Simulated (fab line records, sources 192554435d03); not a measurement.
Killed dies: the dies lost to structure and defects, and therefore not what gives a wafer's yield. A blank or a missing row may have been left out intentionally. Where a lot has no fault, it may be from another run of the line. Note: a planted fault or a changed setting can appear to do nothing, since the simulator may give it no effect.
fab line records | flow n5Finfet
record: lots: 8 wafers: 23 lastDay: 18
route steps=1938 shown BEOL_M7@1310 BEOL_M15@1830 PASSIVATION@1936
lots that met no fault: from a run of the same line without faults
startH: hours from the record's first day to the start of the lot's first wafer shown | waitH: hours since the lot's step before | " as in the row above | L1.1+2: several wafers, shown together as one row | - no value, or no start was given | * or withheld: withheld | < > ~ a bound
route shown NAME@n: NAME is a module with steps in the file, n the number in the route of the first one | usual: mean/standard deviation taken from wafers without a fault | same: alike in all rows | chamber/n: place in a boat | sites: per-site readings | _std_site: the values' standard deviation | _edge_site: mean of outer sites minus mean of inner sites | radiusMm: how far each site lies from the wafer's centre | mask NAME#n: copy n | behind: tool/chamber where the wafer was last shaped | hold: cause of the lot's hold/its duration in hours/its outcome | device: transistor that didn't switch, given as n, p or np | end of line: tests of these same wafers at the route's end | a step with no rows: only its recipe | killed: dies that structure and defects cost at the first sort, which is not the same as the wafer's yield | map: per-die view of a wafer (x killed, . not killed, _ where there is no die)
set.NAME: the setting that was run; set.NAME@STEP: the one run at that earlier step | model.NAME: the simulator's own value behind a step, which no gauge read
one table for each step of the route and one row for each wafer, over a sample of lots
services: the hour from which a tool's chamber was out of use, counted from the record's first day as startH (under 0 if before that day), plus the number of hours and why
== steps ==
step: N5_BEOL_M7_STRIP_80
recipe: chemistry: N2/H2 timeS: 10 powerW: 450 tempC: 40 pressureMtorr: 20 rfFrequencyHz: 6e+07 biasPowerW: 7 n2FlowSccm: 200 h2FlowSccm: 200
usual: drypumpMotorCurrentA: 5.6/0.39 oesProductAu: 0.81/0.082 rfVppV: 59.3/0.82 showerheadPlenumPTorr: 2.57/0.077 throttleValvePct: 23.6/0.34
columns lot.wafer tool chamber startH waitH drypumpMotorCurrentA oesProductAu rfHoursCounterH rfVppV showerheadPlenumPTorr throttleValvePct
L131.1 rieDiel-04 0 - - 5.9 0.75 152 58.3 2.53 23.3
L131.3 " 1 " " 5.4 0.91 24 58.9 2.48 23.7
L131.4 " 2 " " 6.4 0.85 61 58.8 2.59 24.1
L130.2 rieDiel-02 1 - - 4.9 0.97 6 59.4 2.59 23.3
L130.4 " 0 " " 5.3 0.93 15 59.9 2.73 23.6
L130.5 " 3 " " 5.2 0.70 - 59.2 2.64 24.1
L137.3 rieDiel-05 1 - - 5.6 0.73 180 58.6 2.51 23.5
L137.5 " 2 " " 5.5 0.86 - 59.9 2.58 23.5
L137.6 " 1 " " 5.6 0.74 - 59.4 2.51 23.5
L143.3 rieDiel-04 0 - - 5.9 0.73 172 59.8 2.52 23.4
L143.4 " 3 " " 5.7 0.83 73 59.0 2.59 23.9
L143.6 " 3 " " 5.7 0.81 - 59.3 2.59 23.9
L144.3 rieDiel-02 3 - - 5.2 0.69 211 59.1 2.63 24.1
L144.4 " 0 " " 5.4 0.89 42 60.2 2.72 23.6
L144.6 " 2 " " 5.6 0.73 - 59.6 2.51 23.2
L148.5 rieDiel-04 3 - - 5.7 0.81 - 59.1 2.59 23.9
L148.6 " 2 " " 6.4 0.80 - 58.3 2.57 24.1
L147.2 rieDiel-04 0 - - 5.9 0.74 185 60.2 2.51 23.4
L147.4 " 2 " " 6.4 0.81 97 59.5 2.57 24.1
L147.6 " 1 " " 5.3 0.86 - 59.1 2.47 23.7
L149.1 rieDiel-05 0 - - 6.2 0.68 223 58.9 2.62 24.1
L149.2 " 3 " " 5.6 0.83 67 60.8 2.45 23.1
L149.3 " 2 " " 5.5 0.83 91 60.3 2.57 23.6
step: N5_BEOL_M7_CURE_75
recipe: tempC: 370 timeS: 120 ambient: DMADMS/He material: SiCOH_lowk
usual: lampPowerPct: 52.32/0.053 wafer_temp_C_max: 371.9/0.53
columns lot.wafer tool chamber startH waitH lampPowerPct wafer_temp_C_max
L131.1 uvCure-01 0 228.41 0.0 52.30 371.3
L131.3 " 0 " " 52.29 371.7
L131.4 " 0 " " 52.37 371.8
L130.2 uvCure-02 1 230.73 0.1 52.33 372.4
L130.4 " 1 " " 52.31 372.3
L130.5 " 1 " " 52.26 372.2
L137.3 uvCure-01 0 263.58 0.1 52.23 371.1
L137.5 " 0 " " 52.33 371.9
L137.6 " 0 " " 52.40 371.5
L143.3 uvCure-02 0 302.50 0.1 52.44 371.9
L143.4 " 0 " " 52.33 372.1
L143.6 " 0 " " 52.38 372.8
L144.3 uvCure-02 0 319.29 0.2 52.22 371.9
L144.4 " 0 " " 52.20 371.7
L144.6 " 0 " " 52.28 372.2
L148.5 uvCure-03 1 341.93 0.4 52.39 371.3
L148.6 " 1 " " 52.26 371.9
L147.2 uvCure-03 1 344.47 0.1 52.22 371.6
L147.4 " 1 " " 52.31 371.3
L147.6 " 1 " " 52.38 371.2
L149.1 uvCure-02 1 347.89 0.3 52.22 372.3
L149.2 " 1 " " 52.37 372.1
L149.3 " 1 " " 52.39 372.0
step: N5_BEOL_M7_ALD_77
recipe: material: TaN targetThkA: 20 tempC: 275 aldPrecursorFamily: PDMAT aldCoReactant: NH3 pressureTorr: 3 carrierFlowSccm: 1500 pulseTimeS: 2 purgeTimeS: 3 coReactantPurgeTimeS: 2 coReactantPulseTimeS: 3 aldCycles: 40 precursorVesselTempC: 75 precursorVesselPressureTorr: 26.25 precursorVesselCarrierSccm: 1000
usual: aldCycles: 40/0 heaterPowerW: 420/33 susceptorTempC: 275.00/0.19
columns lot.wafer tool chamber startH waitH aldCycles heaterPowerW susceptorTempC
L131.1 aldMetal-02 1 228.93 0.0 40 380 274.98
L131.3 " 0 " " 40 430 274.85
L131.4 " 2 " " 40 441 275.12
L130.2 aldMetal-04 1 231.62 0.1 40 453 274.80
L130.4 " 0 " " 40 406 274.72
L130.5 " 3 " " 40 432 275.26
L137.3 aldMetal-04 3 263.91 0.0 58 432 275.05
L137.5 " 3 " " 58 430 274.86
L137.6 " 2 " " 40 419 275.07
L143.3 aldMetal-03 0 302.91 0.1 40 369 275.03
L143.4 " 1 " " 40 414 275.25
L143.6 " 0 " " 40 363 275.12
L144.3 aldMetal-03 2 323.62 0.0 40 386 275.11
L144.4 " 0 " " 40 361 275.12
L144.6 " 1 " " 40 415 275.30
L148.5 aldMetal-04 1 342.48 0.2 40 450 275.00
L148.6 " 2 " " 40 409 274.97
L147.2 aldMetal-04 2 345.37 0.3 40 413 274.61
L147.4 " 1 " " 40 445 275.19
L147.6 " 0 " " 40 388 275.01
L149.1 aldMetal-02 0 348.71 0.1 40 437 275.09
L149.2 " 1 " " 40 373 275.14
L149.3 " 2 " " 40 438 274.97
step: N5_BEOL_M7_CMP_52
recipe: stopOn: SiCOH_lowk tOverpolishS: 6.9 downForcePsi: 1 platenRpm: 50 clearingPlatenDownForcePsi: 1.5 clearingPlatenRpm: 50 postCmpClean: cuAlkaline targetThkNm: 80 clearingPlatenPadVelocityMS: 0.99484 padVelocityMS: 0.99484
usual: clearingPlatenRpm: 50.000/0.027 motorCurrentA: 6.0/0.65 platenRpm: 50.002/0.029
columns lot.wafer tool chamber startH waitH clearingPlatenRpm motorCurrentA platenRpm
L131.1 cmp-04 2 230.36 0.3 50.022 5.0 49.992
L131.3 " 3 " " 50.000 5.9 49.984
L131.4 " 1 " " 49.993 5.6 49.946
L130.4 cmp-01 0 233.27 0.2 49.988 5.5 49.987
L130.2 " 1 " " 49.986 6.8 50.033
L130.5 " 3 " " 50.005 5.6 50.002
L137.3 cmp-01 0 265.24 0.2 50.000 6.2 50.020
L137.6 " 0 " " 49.996 5.8 49.982
L137.5 " 1 " " 49.974 7.1 50.042
L143.3 cmp-01 3 304.16 0.2 49.921 5.6 50.021
L143.4 " 2 " " 50.011 6.1 49.956
L143.6 " 0 " " 49.984 6.0 50.058
L144.3 cmp-01 3 324.75 0.2 49.992 5.4 50.044
L144.4 " 2 " " 49.997 5.3 50.039
L144.6 " 3 " " 49.994 5.5 50.026
L148.6 cmp-01 0 344.93 0.2 50.027 5.5 50.011
L148.5 " 1 " " 49.998 6.7 49.973
L147.4 cmp-01 0 348.24 0.2 49.928 5.5 50.023
L147.2 " 1 " " 50.021 6.9 49.980
L147.6 " 2 " " 49.997 5.6 50.056
L149.2 cmp-01 0 350.11 0.2 49.996 5.9 49.989
L149.1 " 1 " " 50.060 6.6 50.046
L149.3 " 3 " " 50.003 5.6 49.967
step: N5_BEOL_M15_RC_MEAS_101
usual: etestTempC: 25.00/0.094 COMB_M10: 1.5e-11/3.1e-12 COMB_M10_max_site: 2.1e-11/4.7e-12 COMB_M11: 1.5e-11/3.1e-12 COMB_M11_max_site: 2.1e-11/4.8e-12 COMB_M12: 7e-12/1.3e-12 COMB_M13: 5.5e-12/1e-12 COMB_M14: 4.1e-12/7.1e-13 COMB_M15: 3.2e-12/5.9e-13 COMB_M5: 3.7e-11/7.8e-12 COMB_M6: 2.6e-11/5.1e-12 COMB_M7: 2.5e-11/5.4e-12 COMB_M8: 2.7e-11/5.7e-12 COMB_M8_max_site: 4e-11/9.7e-12 COMB_M9: 1.5e-11/3e-12 SERP_M10: 3.07/0.091 SERP_M11: 3.10/0.076 SERP_M12: 0.632/0.016 SERP_M12_max_site: 0.645/0.016 SERP_M13: 0.310/0.0062 SERP_M14: 0.159/0.0051 SERP_M5: 38.9/1.7 SERP_M6: 13.7/0.57 SERP_M7: 14.0/0.52 SERP_M7_max_site: 14.6/0.57 SERP_M8: 13.6/0.59 SERP_M9: 3.08/0.082
columns lot.wafer tool chamber startH waitH etestTempC COMB_M10[S/m] COMB_M10_max_site[S/m] COMB_M11[S/m] COMB_M11_max_site[S/m] COMB_M12[S/m] COMB_M13[S/m] COMB_M14[S/m] COMB_M15[S/m] COMB_M5[S/m] COMB_M6[S/m] COMB_M7[S/m] COMB_M8[S/m] COMB_M8_max_site[S/m] COMB_M9[S/m] SERP_M10[ohm/um] SERP_M11[ohm/um] SERP_M12[ohm/um] SERP_M12_max_site[ohm/um] SERP_M13[ohm/um] SERP_M14[ohm/um] SERP_M5[ohm/um] SERP_M6[ohm/um] SERP_M7[ohm/um] SERP_M7_max_site[ohm/um] SERP_M8[ohm/um] SERP_M9[ohm/um]
L131.1 prober-02 0 284.93 0.0 24.98 2.1e-11 2.8e-11 1.1e-11 2.2e-11 8e-12 6e-12 3.9e-12 2.2e-12 4.3e-11 3.6e-11 3.3e-11 2.6e-11 3.3e-11 1.5e-11 2.94 3.03 0.625 0.632 0.303 0.153 39.1 13.6 13.9 14.3 13.0 2.92
L131.3 " 0 " " 25.14 2e-11 2.9e-11 1.6e-11 2.4e-11 5.8e-12 4.6e-12 3.8e-12 3.6e-12 2.9e-11 3.1e-11 2.4e-11 2.3e-11 2.8e-11 1.3e-11 3.02 3.07 0.666 0.676 0.322 0.152 38.3 13.6 13.9 14.1 12.8 3.04
L131.4 " 0 " " 25.15 1.1e-11 1.5e-11 1.2e-11 2e-11 9.5e-12 5.3e-12 2.8e-12 2.7e-12 3.8e-11 2.6e-11 2.4e-11 2.2e-11 4e-11 1.6e-11 3.03 3.05 0.643 0.654 0.313 0.151 41.3 13.7 13.3 14.5 13.3 2.89
L130.2 prober-01 0 287.32 0.2 24.94 1.5e-11 2.1e-11 1.3e-11 2.1e-11 7.5e-12 5.6e-12 4.6e-12 3.3e-12 3.7e-11 2.7e-11 2.7e-11 3e-11 3.8e-11 1.6e-11 3.02 3.16 0.658 0.673 0.307 0.157 38.4 14.9 14.0 14.8 13.2 3.05
L130.4 " 0 " " 24.97 1.2e-11 1.7e-11 1.3e-11 2.1e-11 6.9e-12 9.5e-12 4.2e-12 3.2e-12 3.4e-11 2.2e-11 3.1e-11 3.1e-11 4.8e-11 1.5e-11 3.14 3.05 0.628 0.635 0.310 0.155 35.9 14.5 14.0 14.3 13.6 3.06
L130.5 " 0 " " 25.04 1.2e-11 1.8e-11 1.3e-11 1.6e-11 7.9e-12 5.6e-12 5.2e-12 3.2e-12 4e-11 2.1e-11 3.3e-11 2e-11 2.8e-11 1.3e-11 3.07 3.16 0.617 0.624 0.308 0.156 36.5 14.7 14.6 15.5 13.7 3.09
L137.3 prober-02 0 335.30 0.3 24.96 1.3e-11 1.8e-11 1.8e-11 2.8e-11 6.8e-12 6.1e-12 3.9e-12 2.4e-12 3.4e-11 2.8e-11 2e-11 1.8e-11 2.7e-11 1.4e-11 3.31 3.15 0.613 0.627 0.303 0.163 38.1 13.8 15.0 15.2 13.3 2.96
L137.5 " 0 " " 24.94 1.6e-11 1.9e-11 2e-11 2.9e-11 7.2e-12 4.5e-12 3.8e-12 2.7e-12 3.2e-11 2.3e-11 2.4e-11 1.7e-11 2.5e-11 1.9e-11 3.21 3.17 0.641 0.653 0.303 0.164 36.7 14.2 17.5 18.0 13.9 2.96
L137.6 " 0 " " 24.89 1.2e-11 1.5e-11 1.2e-11 1.8e-11 8.6e-12 5.8e-12 3.8e-12 3.8e-12 3.5e-11 2.4e-11 2.5e-11 1.4e-11 2.1e-11 1.7e-11 3.06 3.02 0.624 0.638 0.316 0.158 40.5 13.2 14.1 14.7 14.1 3.04
L143.3 prober-02 0 370.47 0.8 25.09 1e-11 1.2e-11 1.8e-11 3.1e-11 6.6e-12 4.4e-12 3.3e-12 2.9e-12 3.9e-11 2.7e-11 2.6e-11 3.2e-11 4e-11 1.1e-11 3.09 3.11 0.617 0.625 0.314 0.153 40.1 13.0 13.8 14.2 14.1 3.18
L143.4 " 0 " " 25.03 1.2e-11 1.7e-11 1.8e-11 2.6e-11 5e-12 6.1e-12 4e-12 2.3e-12 4e-11 2e-11 1.8e-11 2.4e-11 5.1e-11 1.2e-11 2.98 3.07 0.631 0.637 0.320 0.152 39.2 13.7 13.6 14.0 13.1 3.11
L143.6 " 0 " " 25.07 1.4e-11 2.1e-11 1.7e-11 2.2e-11 6.7e-12 6e-12 3.8e-12 2.8e-12 3.8e-11 2.7e-11 2e-11 5e-11 6.7e-11 1.1e-11 3.06 3.03 0.617 0.633 0.312 0.168 39.1 13.6 13.7 14.7 14.2 2.96
L144.3 prober-01 0 386.35 0.3 25.23 1.7e-11 1.8e-11 1.7e-11 2.1e-11 7.8e-12 6.1e-12 4.2e-12 3.8e-12 3.5e-11 3.3e-11 2.5e-11 2.6e-11 4.1e-11 1.5e-11 3.11 3.11 0.626 0.639 0.301 0.164 37.6 13.7 14.1 14.5 13.4 3.14
L144.4 " 0 " " 25.01 1.1e-11 1.9e-11 1.4e-11 2e-11 7e-12 4.5e-12 4.7e-12 2.8e-12 5e-11 2.5e-11 2e-11 2.5e-11 3.4e-11 1.8e-11 3.16 3.04 0.623 0.633 0.311 0.154 37.4 12.8 13.8 14.5 13.9 3.14
L144.6 " 0 " " 25.13 1.3e-11 1.8e-11 1.4e-11 2.3e-11 8.2e-12 7.5e-12 4.5e-12 3.5e-12 4e-11 2.4e-11 2.4e-11 1.9e-11 3.4e-11 1.4e-11 3.17 3.22 0.620 0.634 0.307 0.164 37.8 13.1 14.5 15.0 13.2 3.06
L147.2 prober-02 0 401.92 0.2 24.82 1.9e-11 3.1e-11 1.5e-11 1.8e-11 5.1e-12 4.5e-12 4.8e-12 2.8e-12 3.3e-11 2.1e-11 2.6e-11 2.4e-11 3e-11 1.4e-11 3.16 3.00 0.667 0.689 0.307 0.152 37.3 13.5 14.6 15.4 13.5 3.35
L147.4 " 0 " " 24.89 2e-11 2.8e-11 1.6e-11 2e-11 5.5e-12 7.4e-12 4.8e-12 2.5e-12 3.1e-11 2.8e-11 3e-11 2.3e-11 3.2e-11 1.5e-11 3.02 2.91 0.648 0.663 0.303 0.153 38.3 13.3 13.4 13.7 13.6 3.25
L147.6 " 0 " " 24.88 1.8e-11 2.1e-11 1.9e-11 2.6e-11 7.2e-12 4.9e-12 4.8e-12 2.9e-12 2.7e-11 3.8e-11 2.4e-11 3.2e-11 4.1e-11 1.6e-11 3.17 3.09 0.635 0.647 0.319 0.152 38.6 13.8 14.4 15.0 12.6 3.27
L148.5 prober-02 0 407.86 0.6 24.98 1.4e-11 1.6e-11 1.1e-11 2.1e-11 5.9e-12 3.7e-12 4.2e-12 2.6e-12 3.8e-11 2.8e-11 2e-11 2.9e-11 4.4e-11 2.3e-11 2.99 2.99 0.629 0.645 0.318 0.161 35.8 14.0 13.9 14.5 12.9 3.14
L148.6 " 0 " " 24.97 1.6e-11 2.1e-11 1.4e-11 2.3e-11 5.5e-12 4.5e-12 3.4e-12 3e-12 3e-11 1.7e-11 2.6e-11 3.1e-11 4.3e-11 1.7e-11 3.08 3.10 0.636 0.646 0.308 0.153 39.6 13.4 14.1 14.9 12.8 3.09
L149.1 prober-01 0 414.31 0.0 24.87 1.3e-11 1.9e-11 2.2e-11 2.5e-11 8.7e-12 7.4e-12 3.8e-12 3.9e-12 3.1e-11 2.4e-11 2.1e-11 3.5e-11 3.9e-11 1.7e-11 3.08 3.07 0.624 0.633 0.316 0.155 39.2 13.9 14.6 15.3 13.1 3.04
L149.2 " 0 " " 24.84 1.7e-11 2.5e-11 2.1e-11 3.1e-11 5.6e-12 5.3e-12 4.9e-12 3.5e-12 3.6e-11 2.8e-11 3.2e-11 2.9e-11 4e-11 1.6e-11 3.20 3.03 0.637 0.657 0.316 0.164 40.0 14.5 14.5 15.2 13.1 3.01
L149.3 " 0 " " 24.83 1.9e-11 2.7e-11 1.6e-11 2.9e-11 5.7e-12 6.5e-12 3.4e-12 3.8e-12 4.8e-11 2.6e-11 2.3e-11 2.5e-11 3.3e-11 1.5e-11 3.18 3.21 0.616 0.628 0.312 0.164 40.3 13.5 13.9 14.3 13.6 2.99
sites SERP_M7 radiusMm=0,75,75,75,75,140,140,140,140
L131.1 14.0 14.3 14.1 13.8 14.3 13.9 13.4 13.3 13.8
L130.2 13.2 14.0 13.8 13.7 14.0 14.4 14.2 14.6 14.8
L137.3 14.8 15.1 14.6 14.9 14.9 15.1 15.2 15.0 15.2
L143.3 13.9 13.8 14.2 14.1 13.9 13.4 13.2 13.2 13.3
L144.3 13.5 13.6 14.1 14.5 14.4 13.7 14.1 14.4 13.5
L147.2 15.4 14.7 14.6 14.8 14.8 14.4 13.4 13.8 14.2
L148.5 14.5 14.4 13.9 14.4 14.0 13.8 13.5 13.6 13.6
L149.1 14.6 14.2 14.8 14.7 14.5 14.3 15.3 14.6 15.2
step: N5_PASSIVATION_PROBE_49
usual: defectLimitedYield: 91.4/1.5 killed_at_M0_to_M3: 34/10 killed_at_M4_up: 15/6 killedAtContacts: 12/6 killedAtFrontEnd: 37/11 killedAtOther: 3.3/2.8 killedDies: 101/18 killedOpen: 66/14 killedShort: 33/7.8 sort_bin_5_function: 5.0/0.97 sort_bin_6_memory: 3.2/0.72 sort_bin_8_speed: 0.00/0.01 sortNPass: 1079/18 sortYieldPct: 91.4/1.5
same: grossDies: 1180 killedAtBackSide: 0 sort_bin_4_leakage[%]: 0
columns lot.wafer tool chamber startH waitH defectLimitedYield[%] killed_at_M0_to_M3 killed_at_M4_up killedAtContacts killedAtFrontEnd killedAtOther killedDies killedOpen killedShort sort_bin_5_function[%] sort_bin_6_memory[%] sort_bin_8_speed[%] sortNPass sortYieldPct[%]
L137.3 prober-01 - 348.02 0.1 90.8 31 22 9 44 2 108 72 35 5.7 3.1 0 1072 90.8
killed by level:class
L137.3 FIN_SAQP:geometricParticle:open=20 BEOL_M4:geometricParticle:open=12 FIN_SAQP:geometricParticle:short=8 MOL_CONTACT_COAG:geometricParticle:open=8 BEOL_M0_SAQP:geometricParticle:short=8 BEOL_M3:geometricParticle:open=6 BEOL_M0_SAQP:geometricParticle:open=5 BEOL_M4:geometricParticle:short=5
== services ==
columns tool chamber startH hours kind
uvCure-02 - 206.66 14.6 pm
uvCure-01 - 206.68 10.0 repair
rieDiel-05 3 210.20 15.3 repair
uvCure-03 - 215.20 9.7 repair
uvCure-03 - 224.93 2.1 pm
uvCure-03 - 233.21 6.0 pm
cmp-01 - 234.04 3.7 pm
aldMetal-03 2 235.99 3.8 repair
cmp-04 - 236.65 5.7 pm
uvCure-02 - 236.79 7.5 pm
uvCure-01 - 250.82 9.8 repair
rieDiel-02 3 264.08 11.4 repair
rieDiel-02 - 271.71 2.8 pm
aldMetal-03 - 272.48 2.8 pm
cmp-01 - 288.82 1.2 repair
aldMetal-04 3 292.83 2.8 repair
rieDiel-02 - 300.28 4.0 repair
cmp-01 - 310.90 4.0 pm
rieDiel-02 0 322.58 9.6 repair
aldMetal-04 3 329.48 2.8 repair
rieDiel-04 1 330.34 2.0 repair
aldMetal-02 - 335.70 0.9 repair
aldMetal-03 - 336.74 8.7 pm
rieDiel-02 - 337.47 0.7 repair
== key ==
firstSign: step: N5_BEOL_M7_ALD_77 reading: aldCycles direction: up sigmas: 99+ usual: * struck: *
effect: step: N5_BEOL_M15_RC_MEAS_101 reading: SERP_M7 direction: up sigmas: 4.3 usual: 14.0 struck: 16.3
metAt N5_BEOL_M7_ALD_77
struckLots L137
struckWafers L137.3,L137.5
notActingAt N5_BEOL_M7_STRIP_80,N5_BEOL_M7_CURE_75,N5_BEOL_M7_CMP_52
onsetBetween 231.62 263.91
fault: kind: processParameterDrift tool: aldMetal-04 chamber: 3 onsetH: 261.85 steps: N5_BEOL_M7_ALD_77 channel: aldCycles offset: * shape: step endH: 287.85 actsIn: * stated: *
